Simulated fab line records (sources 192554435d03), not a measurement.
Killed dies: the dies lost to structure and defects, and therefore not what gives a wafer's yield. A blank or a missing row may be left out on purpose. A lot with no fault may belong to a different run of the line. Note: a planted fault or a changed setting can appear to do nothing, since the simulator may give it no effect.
fab line records | flow n5_finfet | part 1 of 2: steps 1 to 20 of 25
record: lots: 5 wafers: 15 last_day: 17
route steps=1938 shown BEOL_M15@1788
lots untouched by any fault: they come from a run of this same line in which no faults occurred
start_h: the number of hours between the record's first day and the start of the first shown wafer of the lot | wait_h: how many hours have passed since the lot's step before this one | " as in the row above | L1.1+2: several wafers, shown together as one row | - either no value or no given start | * or withheld: withheld | < > ~ a bound
route shown NAME@n: a module of which the file shows steps, and the number in the route of the first | usual: mean and standard deviation over wafers with no fault | same: alike in all rows | chamber/n: place in a boat | sites: per-site readings | _std_site: the values' standard deviation | _edge_site: the outer-site mean with the inner-site mean subtracted | radius_mm: how far each site lies from the wafer's centre | mask NAME#n: copy n | behind: the tool/chamber that last shaped the wafer | hold: why the lot went on hold/how many hours it stayed there/how the hold came to an end | device: transistor that didn't switch, given as n, p or np | end of line: tests of these same wafers at the route's end | a step without rows: its recipe alone | killed: the dies lost at the first sort to structure and to defects; this is not the yield of the wafer | map: the dies of a wafer, with x for killed, . for not killed, _ for no die there
set.NAME: the setting that was run; set.NAME@STEP: the one run at that earlier step | model.NAME: the simulator's own value behind a step, which no gauge read
lots seen at some steps along the route; tables by step, rows by wafer
services: when a tool's chamber went out of use (start_h, in hours from the record's first day, below 0 if earlier), for how many hours, and the reason
== steps ==
step: N5_BEOL_M15_VIA_ETCH_16
recipe: chemistry: C4F8/O2/Ar target: SiO2 he_inner_torr: 15 he_outer_torr: 30 target_depth_a: 17922 time_s: withheld ion_energy_ev: 800 pressure_mtorr: 20 source_w: 1905 bias_w: 2040 Ar_flow_sccm: 400 C4F8_flow_sccm: 16 O2_flow_sccm: 12 ends: cleared
usual: bias_w: 2039/6.8 drypump_motor_current_A: 5.7/0.47 oes_product_au: 0.67/0.078 rf_vpp_V: 2232/33 showerhead_plenum_p_Torr: 3.43/0.12 throttle_valve_pct: 30.88/0.21
columns lot.wafer tool chamber start_h wait_h bias_w drypump_motor_current_A oes_product_au rf_vpp_V showerhead_plenum_p_Torr throttle_valve_pct
L079.2 rie_diel-01 3 290.56 0.0 2051 5.0 0.63 2223 3.28 31.04
L079.3 " 2 " " 2034 6.0 0.63 2298 3.55 31.09
L079.5 " 2 " " 2038 5.9 0.63 2297 3.55 31.09
L086.2 rie_diel-05 0 326.12 0.0 2048 5.9 0.73 2307 3.59 31.05
L086.5 " 0 " " 2040 5.9 0.71 2309 3.59 31.04
L086.6 " 1 " " 2031 5.7 0.62 2247 3.29 31.50
L088.1 rie_diel-05 3 339.07 0.0 2029 5.6 0.83 2244 3.52 30.76
L088.3 " 1 " " 2031 5.7 0.62 2248 3.29 31.51
L088.4 " 2 " " 2037 5.6 0.86 2161 3.54 30.61
L090.4 rie_diel-01 1 350.19 0.0 2035 6.5 0.75 2210 3.44 30.66
L090.5 " 3 " " 2041 5.0 0.62 2222 3.27 31.07
L090.6 " 2 " " 2033 6.0 0.61 2297 3.54 31.13
L097.1 rie_diel-02 0 389.26 0.0 2047 5.7 0.62 2213 3.40 30.72
L097.4 " 3 " " 2026 5.9 0.85 2251 3.65 30.82
L097.5 " 0 " " 2049 5.7 0.63 2212 3.40 30.71
step: N5_BEOL_M15_STRIP_63
recipe: chemistry: O2 power_w: 600 temp_c: 60 pressure_mtorr: 30 rf_frequency_hz: 6e+07 bias_power_w: 0 overash_fraction: 0.3 o2_flow_sccm: 225
usual: drypump_motor_current_A: 5.7/0.46 oes_product_au: 0.75/0.087 rf_vpp_V: 3.7/0.75 showerhead_plenum_p_Torr: 2.09/0.072 throttle_valve_pct: 16.74/0.2
columns lot.wafer tool chamber start_h wait_h drypump_motor_current_A oes_product_au rf_hours_counter_h rf_vpp_V showerhead_plenum_p_Torr throttle_valve_pct
L079.2 rie_diel-01 3 - - 5.0 0.69 227 4.1 2.00 16.86
L079.3 " 2 " " 6.0 0.69 217 4.0 2.14 16.84
L079.5 " 2 " " 6.0 0.69 - 3.4 2.14 16.80
L086.2 rie_diel-05 0 - - 5.9 0.79 118 3.1 2.18 16.72
L086.5 " 0 " " 5.8 0.78 - 4.3 2.18 16.72
L086.6 " 1 " " 5.7 0.68 - 4.4 1.99 17.17
L088.1 rie_diel-05 3 - - 5.6 0.93 12 1.9 2.16 16.41
L088.3 " 1 " " 5.7 0.68 220 2.1 1.99 17.15
L088.4 " 2 " " 5.6 0.95 2 3.8 2.14 16.26
L090.4 rie_diel-01 1 - - 6.5 0.85 94 5.1 2.11 16.59
L090.5 " 3 " " 5.0 0.69 - 3.0 2.00 16.87
L090.6 " 2 " " 6.0 0.68 - 3.0 2.13 16.84
L097.1 rie_diel-02 0 - - 5.7 0.70 225 3.3 2.07 16.70
L097.4 " 3 " " 5.9 0.93 - 2.7 2.25 16.51
L097.5 " 0 " " 5.7 0.70 - 3.6 2.07 16.70
step: N5_BEOL_M15_STRIP_64
recipe: chemistry: O2 power_w: 600 temp_c: 60 pressure_mtorr: 30 rf_frequency_hz: 6e+07 bias_power_w: 0 overash_fraction: 0.3 o2_flow_sccm: 225
usual: drypump_motor_current_A: 5.7/0.47 oes_product_au: 0.75/0.088 rf_vpp_V: 3.6/0.51 showerhead_plenum_p_Torr: 2.09/0.072 throttle_valve_pct: 16.74/0.2
columns lot.wafer tool chamber start_h wait_h drypump_motor_current_A oes_product_au rf_hours_counter_h rf_vpp_V showerhead_plenum_p_Torr throttle_valve_pct
L079.2 rie_diel-01 3 - - 5.0 0.69 227 4.2 2.00 16.84
L079.3 " 2 " " 6.0 0.69 217 3.3 2.14 16.80
L079.5 " 2 " " 6.0 0.69 - 3.5 2.14 16.81
L086.2 rie_diel-05 0 - - 5.9 0.80 118 3.1 2.18 16.71
L086.5 " 0 " " 5.9 0.79 - 2.8 2.18 16.71
L086.6 " 1 " " 5.7 0.69 - 3.6 1.99 17.18
L088.1 rie_diel-05 3 - - 5.6 0.92 12 2.7 2.16 16.40
L088.3 " 1 " " 5.7 0.68 220 2.8 1.99 17.17
L088.4 " 2 " " 5.6 0.94 2 3.5 2.14 16.28
L090.4 rie_diel-01 1 - - 6.5 0.83 94 3.7 2.11 16.59
L090.5 " 3 " " 5.0 0.68 - 3.4 2.00 16.88
L090.6 " 2 " " 6.0 0.67 - 4.7 2.13 16.86
L097.1 rie_diel-02 0 - - 5.7 0.70 225 4.4 2.07 16.71
L097.4 " 3 " " 5.9 0.95 - 3.0 2.25 16.49
L097.5 " 0 " " 5.7 0.70 - 3.9 2.07 16.70
step: N5_BEOL_M15_STRIP_65
recipe: chemistry: post_etch_residue_remover time_s: 60 temp_c: 25 remover_ph: withheld remover_water_wt_pct: withheld remover_fluoride_wt_pct: withheld
columns lot.wafer tool chamber start_h wait_h
L079.2+3+5 wet_bench-02 0,2,1 290.91 -
L086.2+5+6 wet_bench-03 5,3,2 326.47 -
L088.1+3+4 wet_bench-02 7,3,0 339.42 -
L090.4+5+6 wet_bench-01 3,5,6 350.54 -
L097.1+4+5 wet_bench-03 4,5,2 389.62 -
step: N5_BEOL_M15_SRD_66
recipe: time_s: 30 temp_c: 23 rinse_liquid: diw dry: n2_spin spin_rpm: 1500 dry_time_s: 30
columns lot.wafer tool chamber start_h wait_h
L079.2+3+5 wet_bench-02 0,2,1 290.93 0.0
L086.2+5+6 wet_bench-03 5,3,2 326.49 0.0
L088.1+3+4 wet_bench-02 7,3,0 339.44 0.0
L090.4+5+6 wet_bench-01 3,5,6 350.56 0.0
L097.1+4+5 wet_bench-03 4,5,2 389.64 0.0
step: N5_BEOL_M15_CD_MEAS_17
recipe: target_cd_nm: 360 polarity: opening
usual: cd_nm: 360.9/2.1
columns lot.wafer tool chamber start_h wait_h cd_nm
L079.2 cd_sem-01 - 290.98 0.0 357.6
L079.3 " - " " 359.5
L079.5 " - " " 359.9
L086.2 cd_sem-02 - 326.53 0.0 357.5
L086.5 " - " " 358.5
L086.6 " - " " 358.9
L088.1 cd_sem-01 - 339.48 0.0 359.7
L088.3 " - " " 359.8
L088.4 " - " " 358.1
L090.4 cd_sem-02 - 350.61 0.0 358.3
L090.5 " - " " 356.0
L090.6 " - " " 358.7
L097.1 cd_sem-03 - 389.68 0.0 361.4
L097.4 " - " " 364.6
L097.5 " - " " 362.5
step: N5_BEOL_M15_COAT_56
recipe: resist: SOC temp_c: 250 time_s: 60 spin_rpm: 1500 resist_thk_nm: 550
usual: heater_power_total_W: 500.6/1.7 resist_line_temp_C: 23.00/0.11
columns lot.wafer tool chamber start_h wait_h heater_power_total_W resist_line_temp_C
L079.2 litho_track-05 0 291.02 0.0 498.5 23.09
L079.3 " 0 " " 497.5 23.00
L079.5 " 0 " " 500.3 23.08
L086.2 litho_track-01 0 326.57 0.0 497.9 23.12
L086.5 " 0 " " 503.3 23.02
L086.6 " 0 " " 503.0 23.02
L088.1 litho_track-05 0 339.52 0.0 502.0 23.16
L088.3 " 0 " " 500.1 23.09
L088.4 " 0 " " 498.1 23.11
L090.4 litho_track-05 0 350.65 0.0 499.4 22.83
L090.5 " 0 " " 503.1 22.93
L090.6 " 0 " " 501.0 23.00
L097.1 litho_track-05 0 389.72 0.0 501.7 22.91
L097.4 " 0 " " 498.8 22.80
L097.5 " 0 " " 500.8 23.05
step: N5_BEOL_M15_ETCH_57
recipe: chemistry: N2/H2 target: SOC source_w: 3000 bias_w: 350 time_s: 750 ion_energy_ev: 200 pressure_mtorr: 30 n2_flow_sccm: 200 h2_flow_sccm: 200
usual: bias_w: 350.0/0.98 drypump_motor_current_A: 5.8/0.41 oes_product_au: 0.75/0.088 rf_vpp_V: 523.9/2.8 showerhead_plenum_p_Torr: 2.54/0.096 throttle_valve_pct: 17.85/0.21
columns lot.wafer tool chamber start_h wait_h bias_w drypump_motor_current_A oes_product_au rf_hours_counter_h rf_vpp_V showerhead_plenum_p_Torr throttle_valve_pct
L079.2 rie_diel-01 1 291.08 - 351.0 6.5 0.86 74 525.1 2.58 17.80
L079.3 " 2 " " 348.7 5.9 0.69 218 525.5 2.61 17.92
L079.5 " 0 " " 351.9 6.0 0.74 - 520.2 2.42 17.96
L086.2 rie_diel-01 2 326.65 - 350.9 6.0 0.69 228 524.8 2.61 17.96
L086.5 " 1 " " 347.7 6.5 0.84 - 524.8 2.58 17.83
L086.6 " 0 " " 349.5 6.0 0.74 - 518.4 2.42 17.96
L088.1 rie_diel-05 3 339.59 - 349.5 5.6 0.92 12 525.1 2.61 17.54
L088.3 " 1 " " 348.9 5.7 0.68 220 520.5 2.40 18.30
L088.4 " 0 " " 350.4 5.9 0.80 122 527.2 2.65 17.76
L090.4 rie_diel-02 0 350.71 - 350.5 5.7 0.69 213 523.0 2.51 17.73
L090.5 " 3 " " 350.6 5.9 0.67 - 519.4 2.41 18.06
L090.6 " 2 " " 351.0 4.9 0.69 - 522.6 2.50 17.78
L097.1 rie_diel-01 1 389.78 - 350.3 6.5 0.81 106 523.8 2.57 17.85
L097.4 " 2 " " 349.9 5.9 0.67 - 526.7 2.60 17.97
L097.5 " 0 " " 347.8 6.0 0.73 - 518.6 2.41 17.98
step: N5_BEOL_M15_COAT_60
recipe: resist: BARC temp_c: 205 time_s: 60 spin_rpm: 1500 resist_thk_nm: 89
usual: heater_power_total_W: 391.9/1.3 resist_line_temp_C: 23.01/0.088
columns lot.wafer tool chamber start_h wait_h heater_power_total_W resist_line_temp_C
L079.2 litho_track-01 0 291.58 0.3 389.4 23.19
L079.3 " 0 " " 390.6 22.97
L079.5 " 0 " " 390.3 23.03
L086.2 litho_track-04 0 327.16 0.3 392.9 23.06
L086.5 " 0 " " 389.7 23.10
L086.6 " 0 " " 392.3 23.00
L088.1 litho_track-04 0 340.09 0.3 392.6 22.96
L088.3 " 0 " " 390.8 23.05
L088.4 " 0 " " 392.6 22.92
L090.4 litho_track-05 0 351.21 0.3 391.6 22.88
L090.5 " 0 " " 393.9 23.04
L090.6 " 0 " " 391.4 22.90
L097.1 litho_track-04 0 390.28 0.3 392.7 22.96
L097.4 " 0 " " 390.4 22.99
L097.5 " 0 " " 391.7 22.87
step: N5_BEOL_M15_COAT_22
recipe: spin_rpm: 1704 resist_thk_nm: 800
usual: resist_line_temp_C: 23.00/0.11
columns lot.wafer tool chamber start_h wait_h resist_line_temp_C
L079.2 litho_track-01 0 - - 22.96
L079.3 " 0 " " 22.84
L079.5 " 0 " " 22.70
L086.2 litho_track-04 0 - - 22.92
L086.5 " 0 " " 22.96
L086.6 " 0 " " 23.02
L088.1 litho_track-04 0 - - 22.95
L088.3 " 0 " " 23.04
L088.4 " 0 " " 22.97
L090.4 litho_track-05 0 - - 22.92
L090.5 " 0 " " 22.94
L090.6 " 0 " " 22.90
L097.1 litho_track-04 0 - - 22.96
L097.4 " 0 " " 22.99
L097.5 " 0 " " 23.15
step: N5_BEOL_M15_EBR_24
recipe: solvent: PGMEA ebr_width_mm: 1.5
usual: resist_line_temp_C: 23.01/0.11
columns lot.wafer tool chamber start_h wait_h resist_line_temp_C
L079.2 litho_track-01 0 - - 23.03
L079.3 " 0 " " 22.98
L079.5 " 0 " " 22.90
L086.2 litho_track-04 0 - - 22.93
L086.5 " 0 " " 22.82
L086.6 " 0 " " 22.95
L088.1 litho_track-04 0 - - 23.16
L088.3 " 0 " " 23.15
L088.4 " 0 " " 23.07
L090.4 litho_track-05 0 - - 22.96
L090.5 " 0 " " 22.74
L090.6 " 0 " " 23.04
L097.1 litho_track-04 0 - - 23.02
L097.4 " 0 " " 22.92
L097.5 " 0 " " 22.91
step: N5_BEOL_M15_SOFTBAKE_23
recipe: temp_c: 130 time_s: 60
usual: heater_power_total_W: 218.6/1.6 resist_line_temp_C: 23.02/0.099
columns lot.wafer tool chamber start_h wait_h heater_power_total_W resist_line_temp_C
L079.2 litho_track-01 0 - - 218.5 22.99
L079.3 " 0 " " 220.7 23.02
L079.5 " 0 " " 216.8 22.96
L086.2 litho_track-04 0 - - 221.1 22.99
L086.5 " 0 " " 218.7 23.11
L086.6 " 0 " " 216.5 23.14
L088.1 litho_track-04 0 - - 220.7 23.09
L088.3 " 0 " " 216.5 23.01
L088.4 " 0 " " 218.7 23.02
L090.4 litho_track-05 0 - - 220.5 23.05
L090.5 " 0 " " 216.8 22.91
L090.6 " 0 " " 217.8 22.93
L097.1 litho_track-04 0 - - 220.3 23.11
L097.4 " 0 " " 220.6 23.08
L097.5 " 0 " " 216.9 23.14
step: N5_BEOL_M15_EXPOSE_25
recipe: mask_id: M15 na: 0.8 source_shape: annular sigma_inner: 0.5 sigma_outer: 0.8 polarization: unpolarized target_cd_nm: 400 dose_mj: 35.5
columns lot.wafer tool chamber start_h wait_h mask
L079.2+3+5 krf_scanner-02 0 291.68 - M15#0
L086.2+5+6 krf_scanner-01 0 327.26 - M15#0
L088.1+3+4 krf_scanner-02 0 340.19 - M15#0
L090.4+5+6 krf_scanner-02 0 351.33 - M15#0
L097.1+4+5 krf_scanner-01 0 390.38 - M15#0
step: N5_BEOL_M15_PEB_26
recipe: peb_temp_c: 130 peb_time_s: 90
usual: heater_power_total_W: 172.5/0.77 resist_line_temp_C: 23.00/0.12
columns lot.wafer tool chamber start_h wait_h heater_power_total_W resist_line_temp_C
L079.2 litho_track-05 0 291.73 0.0 172.4 23.00
L079.3 " 0 " " 172.4 23.03
L079.5 " 0 " " 170.9 23.10
L086.2 litho_track-05 0 327.31 0.0 172.2 23.06
L086.5 " 0 " " 172.6 23.08
L086.6 " 0 " " 172.2 23.04
L088.1 litho_track-04 0 340.25 0.1 173.3 23.12
L088.3 " 0 " " 173.0 23.11
L088.4 " 0 " " 171.9 23.01
L090.4 litho_track-05 0 351.37 0.0 173.4 23.19
L090.5 " 0 " " 172.6 23.02
L090.6 " 0 " " 171.8 22.94
L097.1 litho_track-04 0 390.44 0.1 171.5 23.01
L097.4 " 0 " " 173.9 22.91
L097.5 " 0 " " 172.6 23.16
step: N5_BEOL_M15_DEVELOP_27
recipe: develop_time_s: 45 rinse_liquid: diw dry: air_spin dev_temp_c: 21
usual: resist_line_temp_C: 22.98/0.096
columns lot.wafer tool chamber start_h wait_h resist_line_temp_C
L079.2 litho_track-05 0 - - 23.04
L079.3 " 0 " " 23.08
L079.5 " 0 " " 23.06
L086.2 litho_track-05 0 - - 23.03
L086.5 " 0 " " 22.90
L086.6 " 0 " " 22.84
L088.1 litho_track-04 0 - - 22.98
L088.3 " 0 " " 23.12
L088.4 " 0 " " 22.91
L090.4 litho_track-05 0 - - 23.06
L090.5 " 0 " " 23.14
L090.6 " 0 " " 23.08
L097.1 litho_track-04 0 - - 22.95
L097.4 " 0 " " 22.95
L097.5 " 0 " " 22.81
step: N5_BEOL_M15_HARDBAKE_32
recipe: temp_c: 130 time_s: 120
usual: heater_power_total_W: 148.2/0.86 resist_line_temp_C: 23.00/0.11
columns lot.wafer tool chamber start_h wait_h heater_power_total_W resist_line_temp_C
L079.2 litho_track-05 0 - - 149.0 23.23
L079.3 " 0 " " 148.9 23.13
L079.5 " 0 " " 149.1 23.05
L086.2 litho_track-05 0 - - 147.6 22.73
L086.5 " 0 " " 148.0 22.76
L086.6 " 0 " " 148.3 22.85
L088.1 litho_track-04 0 - - 147.7 23.10
L088.3 " 0 " " 148.7 23.02
L088.4 " 0 " " 148.9 23.21
L090.4 litho_track-05 0 - - 148.1 23.00
L090.5 " 0 " " 149.2 22.92
L090.6 " 0 " " 148.5 23.01
L097.1 litho_track-04 0 - - 148.9 22.88
L097.4 " 0 " " 147.5 23.06
L097.5 " 0 " " 146.7 23.06
step: N5_BEOL_M15_CD_MEAS_28
recipe: target_cd_nm: 407.6 landing_energy_ev: 500 detector: se_inlens
usual: cd_nm: 408.2/2
columns lot.wafer tool chamber start_h wait_h cd_nm
L079.2 cd_sem-03 0 291.85 - 408.4
L079.3 " 0 " " 408.7
L079.5 " 0 " " 406.9
L086.2 cd_sem-02 0 327.43 - 410.1
L086.5 " 0 " " 410.3
L086.6 " 0 " " 409.0
L088.1 cd_sem-01 0 340.36 - 408.6
L088.3 " 0 " " 406.4
L088.4 " 0 " " 407.7
L090.4 cd_sem-01 0 351.49 - 408.3
L090.5 " 0 " " 406.7
L090.6 " 0 " " 407.2
L097.1 cd_sem-02 0 390.56 - 404.8
L097.4 " 0 " " 406.2
L097.5 " 0 " " 408.0
step: N5_BEOL_M15_OVL_MEAS_29
recipe: points_per_wafer: 44
usual: M15_OVL: 3/4.9
columns lot.wafer tool chamber start_h wait_h M15_OVL[nm]
L079.2 overlay-02 0 291.88 0.0 9
L079.3 " 0 " " 2
L079.5 " 0 " " 0
L086.2 overlay-02 0 327.46 0.0 12
L086.5 " 0 " " 7
L086.6 " 0 " " 6
L088.1 overlay-02 0 340.40 0.0 6
L088.3 " 0 " " 7
L088.4 " 0 " " 7
L090.4 overlay-01 0 351.51 0.0 -2
L090.5 " 0 " " 0
L090.6 " 0 " " -8
L097.1 overlay-01 0 390.59 0.0 4
L097.4 " 0 " " 4
L097.5 " 0 " " 10
step: N5_BEOL_M15_INSPECT_30
recipe: mode: adi inspect_instrument: macro
usual: raw_defect_count: 2.0/1.4
columns lot.wafer tool chamber start_h wait_h raw_defect_count
L079.2 defect_inspect-02 - 291.90 0.0 4
L079.3 " - " " 3
L079.5 " - " " 1
L086.2 defect_inspect-02 - 327.48 0.0 3
L086.5 " - " " 1
L086.6 " - " " 0
L088.1 defect_inspect-01 - 340.42 0.0 1
L088.3 " - " " 3
L088.4 " - " " 2
L090.4 defect_inspect-02 - 351.54 0.0 3
L090.5 " - " " 1
L090.6 " - " " 1
L097.1 defect_inspect-01 - 390.61 0.0 5
L097.4 " - " " 2
L097.5 " - " " 1
step: N5_BEOL_M15_DESCUM_33
recipe: chemistry: O2 time_s: 7.9 source_power_w: 50 bias_power_w: 20 pressure_mtorr: 20 rf_frequency_hz: 2.712e+07 temp_c: 40 o2_flow_sccm: 225
usual: drypump_motor_current_A: 5.8/0.46 oes_product_au: 0.74/0.08 rf_vpp_V: 243.0/1.4 showerhead_plenum_p_Torr: 2.09/0.07 throttle_valve_pct: 20.50/0.22
columns lot.wafer tool chamber start_h wait_h drypump_motor_current_A oes_product_au rf_hours_counter_h rf_vpp_V showerhead_plenum_p_Torr throttle_valve_pct
L079.2 rie_diel-01 1 291.94 0.0 6.5 0.86 75 243.4 2.12 20.32
L079.3 " 2 " " 5.9 0.69 218 245.8 2.13 20.51
L079.5 " 2 " " 6.0 0.69 - 243.5 2.13 20.50
L086.2 rie_diel-01 0 327.52 0.0 6.1 0.74 194 240.9 2.01 20.84
L086.5 " 1 " " 6.5 0.84 - 244.4 2.11 20.33
L086.6 " 2 " " 6.0 0.68 - 243.5 2.13 20.52
L088.1 rie_diel-01 1 340.67 0.3 6.5 0.84 91 243.6 2.11 20.33
L088.3 " 2 " " 6.0 0.68 233 243.7 2.13 20.54
L088.4 " 0 " " 6.0 0.74 198 241.3 2.01 20.86
L090.4 rie_diel-01 1 351.57 0.0 6.5 0.84 94 243.8 2.11 20.34
L090.5 " 2 " " 5.9 0.68 - 242.5 2.13 20.52
L090.6 " 1 " " 6.5 0.83 - 243.7 2.11 20.34
L097.1 rie_diel-05 3 390.64 0.0 5.6 0.89 27 244.2 2.15 20.25
L097.4 " 1 " " 5.7 0.68 234 240.3 1.98 20.96
L097.5 " 0 " " 5.9 0.78 - 244.5 2.17 20.50
